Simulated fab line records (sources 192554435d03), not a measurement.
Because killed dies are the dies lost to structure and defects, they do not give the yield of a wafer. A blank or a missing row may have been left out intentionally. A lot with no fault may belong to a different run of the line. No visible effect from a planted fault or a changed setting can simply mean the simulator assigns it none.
fab line records    flow n5_finfet
[record] lots = 10  wafers = 30  last_day = 18
route steps=1938 shown BEOL_M0@745 BEOL_M1@751 BEOL_M4@1111 PASSIVATION@1936
lots with no fault: from the same line, run without faults
start_h: hours from the record's opening day to when the first of the lot's shown wafers began    wait_h: hours since the lot's step before    " identical to the entry in the row above    L1.1+2: one row covering several wafers at once    - no value present, or no start provided    * or withheld: withheld    < > ~ a bound
route shown NAME@n: a module of which the file shows steps, and the number in the route of the first    usual: mean and standard deviation over wafers with no fault    same: alike in all rows    chamber/n: place in a boat    sites: readings site by site    _std_site: standard deviation of those values    _edge_site: the outer-site mean with the inner-site mean subtracted    radius_mm: for every site, how far away it sits from the centre of the wafer    mask NAME#n: copy n    behind: the last tool/chamber to shape the wafer    hold: why the lot was held/for how many hours/how that ended    device: which transistor (n, p or np) failed to switch    end of line: tests run on the same wafers once the route is complete    step lacking rows: just its recipe    killed: dies that structure and defects cost at the first sort, which is not the same as the wafer's yield    map: dies across one wafer; x = killed, . = not, _ = none there
set.NAME: the setting that was run; set.NAME@STEP: the one run at that earlier step    model.NAME: the simulator's own value behind a step, which no gauge read
route steps across a sampled set of lots; one table per step, one row per wafer
services: the hour from which a tool's chamber was out of use, counted from the record's first day as start_h (under 0 if before that day), plus the number of hours and why
[[steps]]
[step N5_BEOL_M0_PRE_CLEAN_131]
[recipe] gas = NH3/H2  time_s = 15  temp_c = *  rf_power_w = 300
[usual] heater_power_w = 76/8.6
lot.wafer  tool       chamber  start_h  wait_h  heater_power_w
L645.3     cvd_co-01  2        133.86   0.1     76
L645.5     "          2        "        "       76
L645.6     "          0        "        "       83
L650.1     cvd_co-01  2        165.76   0.1     76
L650.3     "          0        "        "       83
L650.6     "          2        "        "       76
L652.3     cvd_co-01  1        175.00   0.0     61
L652.4     "          2        "        "       77
L652.6     "          1        "        "       64
L654.2     cvd_co-01  0        189.17   0.0     83
L654.3     "          2        "        "       74
L654.4     "          2        "        "       74
L655.1     cvd_co-02  2        195.08   0.0     88
L655.2     "          1        "        "       81
L655.3     "          0        "        "       71
L656.1     cvd_co-01  2        200.44   0.1     76
L656.4     "          1        "        "       63
L656.5     "          0        "        "       85
L662.2     cvd_co-01  0        232.79   0.0     85
L662.4     "          1        "        "       64
L662.5     "          1        "        "       63
L660.2     cvd_co-02  0        235.02   0.1     69
L660.4     "          2        "        "       87
L660.5     "          1        "        "       81
L663.3     cvd_co-02  0        242.43   0.1     71
L663.4     "          0        "        "       70
L663.5     "          2        "        "       90
L666.2     cvd_co-01  2        259.65   0.0     77
L666.3     "          1        "        "       64
L666.5     "          2        "        "       74
[step N5_BEOL_M0_CO_CAP_123]
[recipe] material = Co  target_thk_a = 20  temp_c = 200  precursor = CCTBA/H2  pressure_torr = 30  time_s = 102.1
[usual] heater_power_w = 225/12
lot.wafer  tool       chamber  start_h  wait_h  heater_power_w
L645.3     cvd_co-01  2        133.93   0.1     220
L645.5     "          2        "        "       224
L645.6     "          0        "        "       232
L650.1     cvd_co-01  2        165.80   0.0     224
L650.3     "          0        "        "       228
L650.6     "          2        "        "       227
L652.3     cvd_co-01  1        175.04   0.0     203
L652.4     "          2        "        "       229
L652.6     "          1        "        "       208
L654.2     cvd_co-01  0        189.21   0.0     233
L654.3     "          2        "        "       225
L654.4     "          2        "        "       225
L655.1     cvd_co-02  2        195.12   0.0     245
L655.2     "          1        "        "       228
L655.3     "          0        "        "       221
L656.1     cvd_co-01  2        200.48   0.0     223
L656.4     "          1        "        "       205
L656.5     "          0        "        "       236
L662.2     cvd_co-01  0        232.85   0.0     237
L662.4     "          1        "        "       210
L662.5     "          1        "        "       206
L660.2     cvd_co-02  0        235.06   0.0     221
L660.4     "          2        "        "       246
L660.5     "          1        "        "       235
L663.3     cvd_co-02  0        242.47   0.0     217
L663.4     "          0        "        "       216
L663.5     "          2        "        "       240
L666.2     cvd_co-01  2        259.69   0.0     232
L666.3     "          1        "        "       211
L666.5     "          2        "        "       219
[step N5_BEOL_M1_ILD_DEP_00]
[recipe] material = SiOC  target_thk_a = 790  temp_c = 350  precursor = DEMS/O2  pressure_torr = 5  rf_w = 500  time_s = 15.3
[usual] heater_power_w = 463/67  showerhead_plenum_p_Torr = 5.694/0.018  throttle_valve_pct = 11.7/0.65
lot.wafer  tool      chamber  start_h  wait_h  heater_power_w  showerhead_plenum_p_Torr  throttle_valve_pct
L645.3     pecvd-03  0        134.18   0.0     475             5.722                     11.8
L645.5     "         2        "        "       502             5.697                     12.4
L645.6     "         1        "        "       510             5.658                     11.7
L650.1     pecvd-04  0        166.05   0.0     448             5.711                     11.3
L650.3     "         2        "        "       499             5.683                     10.8
L650.6     "         2        "        "       529             5.703                     11.1
L652.3     pecvd-03  1        175.29   0.0     432             5.662                     11.3
L652.4     "         1        "        "       442             5.655                     11.6
L652.6     "         0        "        "       542             5.720                     11.5
L654.2     pecvd-04  2        189.46   0.0     462             5.707                     10.8
L654.3     "         1        "        "       565             5.702                     12.3
L654.4     "         0        "        "       484             5.704                     11.2
L655.1     pecvd-02  2        195.37   0.0     428             5.713                     10.9
L655.2     "         1        "        "       385             5.675                     12.0
L655.3     "         0        "        "       373             5.682                     12.6
L656.1     pecvd-04  0        200.73   0.0     489             5.724                     11.3
L656.4     "         1        "        "       531             5.687                     12.4
L656.5     "         0        "        "       490             5.707                     11.4
L662.2     pecvd-04  0        233.13   0.0     491             5.716                     11.4
L662.4     "         2        "        "       441             5.701                     11.3
L662.5     "         1        "        "       612             5.701                     12.2
L660.2     pecvd-04  0        235.31   0.0     487             5.725                     11.4
L660.4     "         1        "        "       513             5.697                     12.4
L660.5     "         1        "        "       537             5.707                     12.2
L663.3     pecvd-02  2        242.72   0.0     499             5.707                     10.8
L663.4     "         1        "        "       350             5.686                     11.9
L663.5     "         2        "        "       515             5.708                     10.5
L666.2     pecvd-02  0        259.94   0.0     407             5.692                     12.7
L666.3     "         2        "        "       501             5.714                     10.4
L666.5     "         2        "        "       505             5.705                     11.0
[step N5_BEOL_M1_THK_MEAS_01]
[recipe] reads = SiOC_of_BEOL_M1_ILD_DEP_00
[usual] M1_ILD_THK = 79.2/1
lot.wafer  tool           chamber  start_h  wait_h  M1_ILD_THK[nm]
L645.3     film_metro-01  -        134.25   0.1     79.4
L645.5     "              -        "        "       80.4
L645.6     "              -        "        "       80.3
L650.1     film_metro-02  -        166.12   0.0     78.7
L650.3     "              -        "        "       79.7
L650.6     "              -        "        "       80.0
L652.3     film_metro-01  -        175.36   0.1     79.5
L652.4     "              -        "        "       79.7
L652.6     "              -        "        "       78.7
L654.2     film_metro-02  -        189.52   0.1     78.5
L654.3     "              -        "        "       77.6
L654.4     "              -        "        "       79.4
L655.1     film_metro-01  -        195.43   0.0     79.5
L655.2     "              -        "        "       78.3
L655.3     "              -        "        "       79.0
L656.1     film_metro-02  -        200.79   0.1     79.3
L656.4     "              -        "        "       78.3
L656.5     "              -        "        "       81.4
L662.2     film_metro-02  -        233.20   0.1     135.9
L662.4     "              -        "        "       80.4
L662.5     "              -        "        "       135.3
L660.2     film_metro-01  -        235.40   0.1     135.0
L660.4     "              -        "        "       79.5
L660.5     "              -        "        "       134.3
L663.3     film_metro-02  -        242.79   0.1     78.6
L663.4     "              -        "        "       78.9
L663.5     "              -        "        "       79.8
L666.2     film_metro-01  -        260.01   0.1     77.9
L666.3     "              -        "        "       79.4
L666.5     "              -        "        "       79.5
[step N5_BEOL_M1_HM_DEP_02]
[recipe] material = TiN  target_thk_a = 200  temp_c = 25  chamber_pressure_pa = 0.49996
[usual] throttle_valve_pct = 30.0/0.96
lot.wafer  tool            chamber  start_h  wait_h  throttle_valve_pct
L645.3     pvd_sputter-02  -        136.18   1.9     31.8
L645.5     "               -        "        "       29.2
L645.6     "               -        "        "       31.6
L650.1     pvd_sputter-02  -        168.90   2.7     30.4
L650.3     "               -        "        "       32.0
L650.6     "               -        "        "       30.4
L652.3     pvd_sputter-03  -        175.99   0.6     28.1
L652.4     "               -        "        "       29.8
L652.6     "               -        "        "       29.7
L654.2     pvd_sputter-03  -        192.10   2.5     30.2
L654.3     "               -        "        "       29.6
L654.4     "               -        "        "       29.9
L655.1     pvd_sputter-03  -        196.75   1.3     29.5
L655.2     "               -        "        "       29.5
L655.3     "               -        "        "       28.3
L656.1     pvd_sputter-02  -        201.46   0.6     30.8
L656.4     "               -        "        "       31.7
L656.5     "               -        "        "       30.1
L662.2     pvd_sputter-03  -        233.97   0.7     29.6
L662.4     "               -        "        "       30.2
L662.5     "               -        "        "       28.2
L660.2     pvd_sputter-03  -        237.33   1.9     29.0
L660.4     "               -        "        "       30.1
L660.5     "               -        "        "       29.5
L663.3     pvd_sputter-03  -        244.08   1.2     29.4
L663.4     "               -        "        "       30.2
L663.5     "               -        "        "       28.5
L666.2     pvd_sputter-02  -        262.10   2.0     30.6
L666.3     "               -        "        "       29.3
L666.5     "               -        "        "       29.1
[step N5_BEOL_M4_RC_MEAS_101]
[usual] DIBL_N = 36.0/2  DIBL_P = 36.2/2.2  IOFF_N = 0.16/0.034  IOFF_P = 0.21/0.04  ION_N = 675/12  ION_P = 463/7.2  SS_N = 71.6/0.6  SS_P = 73.3/0.67  VT_N = 250/3  VT_P = -251/3.4
lot.wafer  tool       chamber  start_h  wait_h  DIBL_N[mV/V]  DIBL_P[mV/V]  IOFF_N[nA/um]  IOFF_P[nA/um]  ION_N[uA/um]  ION_P[uA/um]  SS_N[mV/dec]  SS_P[mV/dec]  VT_N[mV]  VT_P[mV]
L645.3     prober-02  0        188.79   0.3     33.9          35.7          0.13           0.18           667           460           71.1          73.1          251       -252
L645.5     "          0        "        "       35.8          37.6          0.15           0.19           680           460           71.4          73.6          248       -253
L645.6     "          0        "        "       33.0          34.6          0.11           0.16           648           445           71.1          72.9          255       -255
L650.1     prober-01  0        217.68   0.0     38.6          39.9          0.24           0.29           697           474           72.4          74.3          242       -245
L650.3     "          0        "        "       36.6          37.6          0.20           0.25           680           462           71.6          73.6          245       -248
L650.6     "          0        "        "       37.7          38.0          0.22           0.26           693           470           72.3          73.6          245       -248
L652.3     prober-01  0        227.74   0.3     34.5          35.0          0.14           0.21           673           467           70.8          72.9          249       -248
L652.4     "          0        "        "       34.3          34.6          0.13           0.20           668           465           70.4          72.5          252       -251
L652.6     "          0        "        "       34.4          34.0          0.13           0.18           670           460           71.1          72.6          252       -251
L654.2     prober-01  0        242.75   0.2     40.9          40.8          0.20           0.26           700           469           71.1          75.2          247       -249
L654.3     "          0        "        "       40.6          40.0          0.20           0.25           687           466           71.7          74.1          247       -249
L654.4     "          0        "        "       39.4          38.3          0.18           0.22           697           470           71.0          74.0          249       -250
L655.1     prober-01  0        245.20   0.0     37.9          39.9          0.20           0.28           682           468           72.1          74.6          244       -246
L655.2     "          0        "        "       37.9          39.9          0.20           0.29           694           481           72.4          73.7          245       -246
L655.3     "          0        "        "       35.4          36.6          0.16           0.24           678           470           71.5          73.3          248       -248
L656.1     prober-01  0        249.80   0.0     37.6          38.4          0.19           0.25           678           467           71.1          73.8          250       -248
L656.4     "          0        "        "       35.4          36.5          0.17           0.22           679           470           71.9          73.1          249       -248
L656.5     "          0        "        "       39.6          41.7          0.26           0.33           688           481           72.7          74.7          242       -241
L662.4     prober-02  0        275.59   0.5     39.6          39.8          0.24           0.31           696           475           73.1          74.0          248       -246
L660.4     prober-02  0        280.18   0.5     35.0          35.1          0.13           0.19           669           453           71.7          73.5          253       -253
L663.3     prober-02  0        309.24   0.3     38.0          38.2          0.18           0.23           675           462           71.4          74.1          250       -248
L663.4     "          0        "        "       38.9          39.1          0.20           0.27           683           470           72.0          74.2          248       -247
L663.5     "          0        "        "       38.2          38.4          0.18           0.23           682           469           72.5          74.7          248       -247
L666.2     prober-01  0        317.14   0.2     34.0          33.6          0.12           0.18           669           459           71.1          73.0          253       -252
L666.3     "          0        "        "       35.2          34.5          0.14           0.19           666           456           71.7          73.5          252       -254
L666.5     "          0        "        "       35.9          34.8          0.15           0.19           673           456           71.7          72.7          250       -253
[step N5_PASSIVATION_PROBE_49]
[usual] defect_limited_yield = 91.5/1.5  killed_at_M0_to_M3 = 33/10  killed_at_M4_up = 15/6.4  killed_at_contacts = 12/5.4  killed_at_front_end = 38/9.8  killed_at_other = 4/3.1  killed_dies = 101/18  killed_on_rim = 13/3.9  killed_open = 67/14  killed_short = 33/7.9  sort_bin_5_function = 5.0/1  sort_bin_6_memory = 3.2/0.67  sort_n_pass = 1079/18  sort_yield_pct = 91.5/1.5
[same] gross_dies = 1180  killed_at_back_side = 0  sort_bin_4_leakage[%] = 0  sort_bin_8_speed[%] = 0
lot.wafer  tool       chamber  start_h  wait_h  defect_limited_yield[%]  killed_at_M0_to_M3  killed_at_M4_up  killed_at_contacts  killed_at_front_end  killed_at_other  killed_dies  killed_on_rim  killed_open  killed_short  sort_bin_5_function[%]  sort_bin_6_memory[%]  sort_n_pass  sort_yield_pct[%]
L662.2     prober-01  -        401.11   0.1     0                        1115                12               13                  37                   3                1180         152            70           31            96.4                    3.2                   0            0
L662.4     prober-01  -        401.21   0.2     90.7                     25                  25               10                  35                   15               110          18             70           39            5.6                     3.3                   1070         90.7
L662.5     prober-01  -        401.26   0.2     0                        1111                12               6                   46                   5                1180         152            70           26            95.8                    3.9                   0            0
L660.2     prober-02  -        404.50   0.1     0                        1101                20               11                  46                   2                1180         152            77           27            96.6                    3.4                   0            0
L660.4     prober-02  -        404.60   0.2     91.1                     42                  17               3                   38                   5                105          12             66           36            4.8                     3.6                   1075         91.1
L660.5     prober-02  -        404.65   0.2     0                        1102                18               20                  36                   4                1180         152            79           28            95.8                    4.1                   0            0
// killed by level:class
L662.2 BEOL_M1:area_etch=1078 BEOL_M3:geometric_particle:open=12 MOL_CONTACT_COAG:geometric_particle:open=10 BEOL_M0_SAQP:geometric_particle:open=8 FIN_SAQP:geometric_particle:open=7 DUMMY_GATE:geometric_particle:open=6 BEOL_M0_SAQP:geometric_particle:short=5 STARTING-WAFER:geometric_particle:open=5
L662.4 BEOL_M4:geometric_particle:open=15 DUMMY_GATE:geometric_particle:open=7 MOL_CONTACT_COAG:geometric_particle:open=6 BEOL_M3:geometric_particle:open=6 PAD_METAL:geometric_particle:open=6 BEOL_M4:geometric_particle:short=6 FIN_SAQP:geometric_particle:short=5 BEOL_M0_SAQP:geometric_particle:short=5
L662.5 BEOL_M1:area_etch=1083 FIN_SAQP:geometric_particle:open=16 FIN_SAQP:geometric_particle:short=10 BEOL_M0:geometric_particle:open=8 STARTING-WAFER:geometric_particle:open=6 BEOL_M1:geometric_particle:open=6 BEOL_M4:geometric_particle:open=6 MOL_CONTACT_COAG:geometric_particle:open=5
L660.2 BEOL_M1:area_etch=1072 BEOL_M1:geometric_particle:open=12 MOL_CONTACT_COAG:geometric_particle:open=10 STI_FIN_REVEAL:geometric_particle:open=8 BEOL_M4:geometric_particle:open=8 BEOL_M3:geometric_particle:open=7 FIN_SAQP:geometric_particle:open=6 FIN_SAQP:geometric_particle:short=6
L660.4 STI_FIN_REVEAL:geometric_particle:open=12 BEOL_M1:geometric_particle:open=10 BEOL_M4:geometric_particle:open=10 BEOL_M2:geometric_particle:open=9 STARTING-WAFER:geometric_particle:short=6 BEOL_M0_SAQP:geometric_particle:open=5 FIN_SAQP:geometric_particle:open=3 BEOL_M0_SAQP:geometric_particle:short=3
L660.5 BEOL_M1:area_etch=1072 MOL_CONTACT_COAG:geometric_particle:open=15 BEOL_M1:geometric_particle:open=9 BEOL_M4:geometric_particle:open=8 STI_FIN_REVEAL:geometric_particle:open=7 MOL_CONTACT_COAG:geometric_particle:short=5 BEOL_M3:geometric_particle:open=5 FIN_SAQP:geometric_particle:open=4
[[services]]
tool       chamber  start_h  hours  kind
cvd_co-01  1        114.67   -      clean
cvd_co-01  1        114.67   22.0   scheduled_down
cvd_co-01  1        114.67   22.0   vent_cycle
cvd_co-01  -        120.11   5.2    repair
pecvd-02   -        144.48   2.8    pm
pecvd-04   2        150.65   5.5    scheduled_down
pecvd-02   0        159.36   2.1    scheduled_down
pecvd-02   -        177.29   1.3    repair
pecvd-04   2        179.89   4.6    scheduled_down
pecvd-02   0        199.26   5.5    scheduled_down
pecvd-03   2        202.38   -      clean
pecvd-03   2        202.38   -      consumable_replace:showerhead
pecvd-03   2        202.38   29.0   scheduled_down
pecvd-03   2        202.38   29.0   vent_cycle
cvd_co-01  2        231.13   12.4   repair
pecvd-04   2        233.81   14.8   repair
pecvd-04   -        237.05   0.8    repair
pecvd-03   -        255.45   3.2    repair
[[key]]
[first_sign] step = N5_BEOL_M1_THK_MEAS_01  reading = M1_ILD_THK  direction = up  sigmas = 56  usual = 79.2  struck = 135.1
[effect] step = N5_PASSIVATION_PROBE_49  reading = killed_at_M0_to_M3  direction = up  sigmas = 99+  usual = 33  struck = 1107
[more_kills_born_at] N5_BEOL_M1_ETCH_41@rie_diel-03 = 2161  N5_BEOL_M1_ETCH_41@rie_diel-05 = 2144
met_at N5_BEOL_M1_ILD_DEP_00
struck_lots L660,L662
struck_wafers L660.2,L660.5,L662.2,L662.5
later_rows_left_out L660.2,L660.5,L662.2,L662.5
not_acting_at N5_BEOL_M0_PRE_CLEAN_131,N5_BEOL_M0_CO_CAP_123,N5_BEOL_M1_HM_DEP_02
onset_between 200.73 233.13
[fault] kind = process_parameter_drift  tool = pecvd-04  chamber = -  onset_h = 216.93  steps = N5_BEOL_M1_ILD_DEP_00  channel = time_s  offset = *  shape = step  end_h = 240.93  scope = struck_wafers_only  acts_in = *  stated = *
// later_rows_left_out: the simulator's readings of these wafers behind a module that went badly wrong aren't trusted and aren't shown, but for the sort
